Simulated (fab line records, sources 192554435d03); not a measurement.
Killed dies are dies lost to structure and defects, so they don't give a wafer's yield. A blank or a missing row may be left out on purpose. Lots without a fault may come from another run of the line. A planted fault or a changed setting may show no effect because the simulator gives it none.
Which tool did it? | flow n5_finfet | 9 lots, 24 wafers sampled, at 6 steps of a route of 1938

WHAT THE GAUGES READ, wafer by wafer
N5_BEOL_M3_CD_MEAS_11: target cd 17.05 nm. Usual: cd_nm 17.07 nm, standard deviation 0.27.
lot  | measured     | on        | cd_nm (nm)        | flag
L522 | day 7 14:05  | cd_sem-01 | 16.69 16.81 17.19 |
L524 | day 8 06:51  | cd_sem-01 | 16.48 17.09 16.94 |
L526 | day 9 06:35  | cd_sem-01 | 16.96 16.98       |
L529 | day 9 13:12  | cd_sem-03 | 17.09 16.81 16.79 |
L531 | day 9 16:29  | cd_sem-01 | 17.12 17.54       |
L533 | day 10 03:41 | cd_sem-03 | 16.40 16.90 16.59 |
L534 | day 10 07:43 | cd_sem-02 | 17.01 17.17 17.22 |
L537 | day 11 17:34 | cd_sem-01 | 17.05 17.16 16.94 |
L543 | day 13 05:28 | cd_sem-03 | 17.06 17.25       |

N5_BEOL_M4_RC_MEAS_101. Usual: DIBL_N 35.8 mV/V, standard deviation 1.5; DIBL_P 35.9 mV/V, standard deviation 1.8; IOFF_N 0.152 nA/um, standard deviation 0.025; IOFF_P 0.21 nA/um, standard deviation 0.031; ION_N 672 uA/um, standard deviation 11; ION_P 462 uA/um, standard deviation 7.4; SS_N 71.5 mV/dec, standard deviation 0.52; SS_P 73.2 mV/dec, standard deviation 0.54; VT_N 250 mV, standard deviation 3; VT_P -250 mV, standard deviation 3.3.
lot  | measured     | on        | DIBL_N (mV/V)  | DIBL_P (mV/V)  | IOFF_N (nA/um)    | IOFF_P (nA/um) | ION_N (uA/um) | ION_P (uA/um) | SS_N (mV/dec)  | SS_P (mV/dec)  | VT_N (mV)   | VT_P (mV)      | flag
L522 | day 8 10:56  | prober-02 | 37.5 38.5 35.5 | 36.4 38.3 34.8 | 0.161 0.195 0.131 | 0.23 0.27 0.20 | 675 690 665   | 467 474 465   | 71.4 72.0 71.7 | 73.3 73.9 73.3 | 249 244 251 | -247 -245 -248 |
L524 | day 9 07:46  | prober-01 | 33.9 34.9 34.1 | 34.8 35.9 35.4 | 0.122 0.143 0.125 | 0.16 0.17 0.16 | 670 674 665   | 457 452 459   | 70.9 70.7 71.5 | 72.9 73.0 72.6 | 250 251 251 | -254 -252 -256 |
L526 | day 10 03:01 | prober-02 | 36.8 37.5      | 38.6 38.5      | 0.155 0.170       | 0.19 0.20      | 678 676       | 459 463       | 71.0 70.9      | 73.4 73.9      | 252 251     | -252 -254      |
L529 | day 10 14:59 | prober-01 | 35.9 36.2 35.8 | 35.9 36.9 36.0 | 0.158 0.169 0.161 | 0.21 0.23 0.21 | 673 684 685   | 464 469 466   | 71.3 71.0 70.9 | 72.6 73.7 73.8 | 248 248 248 | -245 -248 -251 |
L531 | day 11 00:23 | prober-02 | 36.5 35.9      | 35.2 34.6      | 0.167 0.151       | 0.21 0.20      | 681 670       | 466 462       | 72.1 70.9      | 72.9 73.4      | 251 250     | -246 -248      |
L537 | day 12 20:54 | prober-01 | 34.6 36.3 35.0 | 35.8 37.8 36.7 | 0.160 0.185 0.175 | 0.20 0.24 0.22 | 672 692 701   | 456 470 472   | 71.6 71.3 71.0 | 73.2 73.8 73.5 | 247 245 246 | -250 -250 -250 |
L543 | day 14 09:00 | prober-02 | 35.6 35.0      | 35.7 34.9      | 0.151 0.137       | 0.21 0.19      | 666 675       | 465 472       | 71.9 71.3      | 73.4 72.8      | 251 256     | -251 -253      |

WHICH TOOL RAN EACH LOT (tool, then ch and the chambers of the sampled wafers, then the start)
lot  | N5_BEOL_M3_ETCH_64                 | N5_BEOL_M3_STRIP_66                | N5_BEOL_M3_STRIP_19               | N5_BEOL_M3_ETCH_70
L522 | rie_diel-01 ch 0,2, day 7 14:28    | rie_diel-01 ch 0,2, day 7 14:35    | rie_diel-01 ch 0,1,2, day 7 14:44 | rie_diel-06 ch 0,3, day 7 21:45
L524 | rie_diel-01 ch 0,1,3, day 8 07:32  | rie_diel-01 ch 0,1,3, day 8 07:40  | rie_diel-01 ch 1,2,3, day 8 08:00 | rie_diel-01 ch 0,3, day 8 14:38
L526 | rie_diel-05 ch 2,3, day 9 06:50    | rie_diel-05 ch 2,3, day 9 06:55    | rie_diel-05 ch 0,3, day 9 07:05   | rie_diel-06 ch 1,2, day 9 09:11
L529 | rie_diel-05 ch 0,2,3, day 9 13:42  | rie_diel-05 ch 0,2,3, day 9 13:50  | rie_diel-05 ch 0,1,2, day 9 14:05 | rie_diel-01 ch 0,1,3, day 9 22:22
L531 | rie_diel-01 ch 2,3, day 9 16:41    | rie_diel-01 ch 2,3, day 9 16:49    | rie_diel-05 ch 2,3, day 9 16:58   | rie_diel-05 ch 2,3, day 10 05:41
L533 | rie_diel-06 ch 1,2,3, day 10 03:53 | rie_diel-06 ch 1,2,3, day 10 04:01 | rie_diel-05 ch 0,2, day 10 04:10  | rie_diel-01 ch 0,2, day 10 13:11
L534 | rie_diel-06 ch 0,1,2, day 10 07:55 | rie_diel-06 ch 0,1,2, day 10 08:02 | rie_diel-05 ch 2,3, day 10 08:11  | rie_diel-05 ch 1,2,3, day 10 12:43
L537 | rie_diel-06 ch 0,3, day 11 17:48   | rie_diel-06 ch 0,3, day 11 17:56   | rie_diel-01 ch 0,1, day 11 18:05  | rie_diel-06 ch 1,3, day 11 23:41
L543 | rie_diel-01 ch 2,3, day 13 05:40   | rie_diel-01 ch 2,3, day 13 05:48   | rie_diel-06 ch 0,3, day 13 05:59  | rie_diel-06 ch 0,1, day 13 13:17
- N5_BEOL_M3_ETCH_64: etches SOC in N2/H2, target depth 75 nm, overetch 15 nm, time 112.5 s.
- N5_BEOL_M3_STRIP_66: strips in CF4.
- N5_BEOL_M3_STRIP_19: strips in O2.
- N5_BEOL_M3_ETCH_70: etches SOC in N2/H2, target depth 80 nm, overetch 16 nm, time 120 s.

WHAT THE TOOLS THEMSELVES READ (means of the sampled wafers that have a number; where no wafer has one, the mark that the record gives instead)
N5_BEOL_M3_ETCH_64. Usual: bias_w 150.1 W, standard deviation 0.48; drypump_motor_current_A 5.64 A, standard deviation 0.29; n2_flow_sccm 200.1 sccm, standard deviation 0.61; oes_product_au 0.63 a.u., standard deviation 0.072; rf_vpp_V 524.6 V, standard deviation 1.7; showerhead_plenum_p_Torr 2.57 Torr, standard deviation 0.056; throttle_valve_pct 17.86 %, standard deviation 0.21.
lot  | tool        | bias_w (W) | drypump_motor_current_A (A) | n2_flow_sccm (sccm) | oes_product_au (a.u.) | rf_vpp_V (V) | showerhead_plenum_p_Torr (Torr) | throttle_valve_pct (%) | flag
L522 | rie_diel-01 | 150.3      | 5.82                        | 200.3               | 0.67                  | 524.2        | 2.58                            | 17.89                  |
L524 | rie_diel-01 | 149.8      | 5.94                        | 200.5               | 0.62                  | 524.9        | 2.63                            | 17.96                  |
L526 | rie_diel-05 | 150.1      | 5.54                        | 200.4               | 0.60                  | 524.0        | 2.55                            | 17.92                  |
L529 | rie_diel-05 | 150.5      | 5.72                        | 199.8               | 0.60                  | 524.6        | 2.57                            | 17.88                  |
L531 | rie_diel-01 | 150.3      | 5.51                        | 199.4               | 0.55                  | 524.5        | 2.56                            | 17.71                  |
L533 | rie_diel-06 | 150.1      | 5.40                        | 199.7               | 0.65                  | 523.1        | 2.53                            | 17.74                  |
L534 | rie_diel-06 | 150.0      | 5.57                        | 199.9               | 0.62                  | 525.5        | 2.58                            | 17.75                  |
L537 | rie_diel-06 | 150.0      | 5.67                        | 199.7               | 0.59                  | 525.0        | 2.58                            | 17.99                  |
L543 | rie_diel-01 | 150.1      | 5.51                        | 200.1               | 0.67                  | 524.2        | 2.55                            | 17.59                  |

N5_BEOL_M3_STRIP_66. Usual: bias_power_w 75.00 W, standard deviation 0.24; cf4_flow_sccm 150.1 sccm, standard deviation 0.39; drypump_motor_current_A 5.63 A, standard deviation 0.29; oes_product_au 0.78 a.u., standard deviation 0.09; rf_vpp_V 271.5 V, standard deviation 1.1; showerhead_plenum_p_Torr 1.81 Torr, standard deviation 0.038; throttle_valve_pct 13.58 %, standard deviation 0.22.
lot  | tool        | bias_power_w (W) | cf4_flow_sccm (sccm) | drypump_motor_current_A (A) | oes_product_au (a.u.) | rf_vpp_V (V) | showerhead_plenum_p_Torr (Torr) | throttle_valve_pct (%) | flag
L522 | rie_diel-01 | 74.99            | 149.7                | 5.80                        | 0.84                  | 271.4        | 1.82                            | 13.51                  |
L524 | rie_diel-01 | 74.86            | 149.9                | 5.93                        | 0.78                  | 272.1        | 1.85                            | 13.66                  |
L526 | rie_diel-05 | 75.03            | 150.1                | 5.53                        | 0.77                  | 271.9        | 1.80                            | 13.71                  |
L529 | rie_diel-05 | 75.13            | 149.8                | 5.70                        | 0.75                  | 271.8        | 1.82                            | 13.65                  |
L531 | rie_diel-01 | 74.87            | 150.1                | 5.50                        | 0.70                  | 272.5        | 1.81                            | 13.59                  |
L533 | rie_diel-06 | 74.84            | 150.2                | 5.38                        | 0.81                  | 271.9        | 1.79                            | 13.52                  |
L534 | rie_diel-06 | 74.95            | 149.9                | 5.56                        | 0.78                  | 272.1        | 1.82                            | 13.58                  |
L537 | rie_diel-06 | 74.92            | 149.8                | 5.65                        | 0.74                  | 271.5        | 1.81                            | 13.67                  |
L543 | rie_diel-01 | 75.09            | 150.2                | 5.51                        | 0.83                  | 272.6        | 1.80                            | 13.38                  |

N5_BEOL_M3_STRIP_19. Usual: chamber_pressure_mTorr 30.000 mTorr, standard deviation 0.027; drypump_motor_current_A 5.64 A, standard deviation 0.29; oes_product_au 0.78 a.u., standard deviation 0.078; rf_vpp_V 3.6 V, standard deviation 0.43; showerhead_plenum_p_Torr 2.12 Torr, standard deviation 0.044; throttle_valve_pct 16.66 %, standard deviation 0.2.
lot  | tool        | chamber_pressure_mTorr (mTorr) | drypump_motor_current_A (A) | oes_product_au (a.u.) | rf_vpp_V (V) | showerhead_plenum_p_Torr (Torr) | throttle_valve_pct (%) | flag
L522 | rie_diel-01 | 29.987                         | 5.77                        | 0.77                  | 3.5          | 2.15                            | 16.86                  |
L524 | rie_diel-01 | 29.972                         | 5.66                        | 0.71                  | 3.9          | 2.14                            | 16.77                  |
L526 | rie_diel-05 | 29.967                         | 5.77                        | 0.72                  | 3.0          | 2.12                            | 16.76                  |
L529 | rie_diel-05 | 29.990                         | 5.62                        | 0.79                  | 3.6          | 2.14                            | 16.53                  |
L531 | rie_diel-05 | 29.996                         | 5.54                        | 0.76                  | 4.2          | 2.09                            | 16.77                  |
L533 | rie_diel-05 | -                              | -                           | -                     | -            | -                               | -                      | OFF
L534 | rie_diel-05 | -                              | -                           | -                     | -            | -                               | -                      | OFF
L537 | rie_diel-01 | 30.022                         | 6.05                        | 0.90                  | 3.8          | 2.17                            | 16.75                  |
L543 | rie_diel-06 | 29.988                         | 5.59                        | 0.74                  | 3.6          | 2.08                            | 16.67                  |

N5_BEOL_M3_ETCH_70. Usual: bias_w 149.9 W, standard deviation 0.45; drypump_motor_current_A 5.66 A, standard deviation 0.3; n2_flow_sccm 200.1 sccm, standard deviation 0.58; oes_product_au 0.59 a.u., standard deviation 0.065; rf_vpp_V 524.5 V, standard deviation 1.8; showerhead_plenum_p_Torr 2.58 Torr, standard deviation 0.056; throttle_valve_pct 17.87 %, standard deviation 0.23.
lot  | tool        | bias_w (W) | drypump_motor_current_A (A) | n2_flow_sccm (sccm) | oes_product_au (a.u.) | rf_vpp_V (V) | showerhead_plenum_p_Torr (Torr) | throttle_valve_pct (%) | flag
L522 | rie_diel-06 | 150.1      | 5.50                        | 199.5               | 0.62                  | 523.1        | 2.54                            | 17.93                  |
L524 | rie_diel-01 | 150.1      | 5.85                        | 199.4               | 0.61                  | 526.4        | 2.62                            | 17.71                  |
L526 | rie_diel-06 | 150.2      | 5.43                        | 200.0               | 0.65                  | 525.0        | 2.56                            | 17.63                  |
L529 | rie_diel-01 | 149.5      | 5.93                        | 200.3               | 0.59                  | 525.7        | 2.62                            | 17.99                  |
L531 | rie_diel-05 | 150.3      | 5.57                        | 200.1               | 0.58                  | 523.5        | 2.54                            | 17.92                  |
L533 | rie_diel-01 | 149.7      | 5.82                        | 199.9               | 0.79                  | 524.3        | 2.57                            | 17.95                  | OFF
L534 | rie_diel-05 | 149.8      | 5.46                        | 200.1               | 0.78                  | 524.3        | 2.55                            | 17.90                  |
L537 | rie_diel-06 | 150.2      | 5.31                        | 200.1               | 0.64                  | 522.8        | 2.51                            | 17.78                  |
L543 | rie_diel-06 | 149.4      | 5.56                        | 200.7               | 0.61                  | 525.3        | 2.60                            | 17.68                  |

THE ANSWER, worked out from the rows above alone
Rule: a lot is off if the mean of its wafers that have a number lies more than 3 standard deviations from the usual mean. A lot without any number at a reading at which 4 lots or more have one is off too. The other lots that the step has rows for count as sound. The gauges are gone through in route order, then the tools' own readings, and for those a lot's mean is taken as printed above. The first step at which some lot is off is used, and at that step the reading that is off furthest; a lot without a number counts as furthest.
Off: L533, L534, at N5_BEOL_M3_STRIP_19 (chamber_pressure_mTorr). Without a number there: L533, L534.
A tool fits if, at that step or a process step before it, it ran every lot that is off, and no sound lot after the first of them. One fits: rie_diel-05 at N5_BEOL_M3_STRIP_19. Its last sound lot is L531 (day 9 16:58), its first lot that is off L533 (day 10 04:10): a fault that began between those two fits.
Blank at N5_BEOL_M3_STRIP_19 on the lots that are off, where sound lots have numbers: chamber_pressure_mTorr, drypump_motor_current_A, oes_product_au, rf_vpp_V, showerhead_plenum_p_Torr, throttle_valve_pct.

WHAT THE SIMULATOR HAD PUT IN
Skipped step whole: rie_diel-05, from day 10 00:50 on, at N5_BEOL_M3_STRIP_19. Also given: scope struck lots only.
Lots struck among those shown: L533, L534. The rule above found the same.
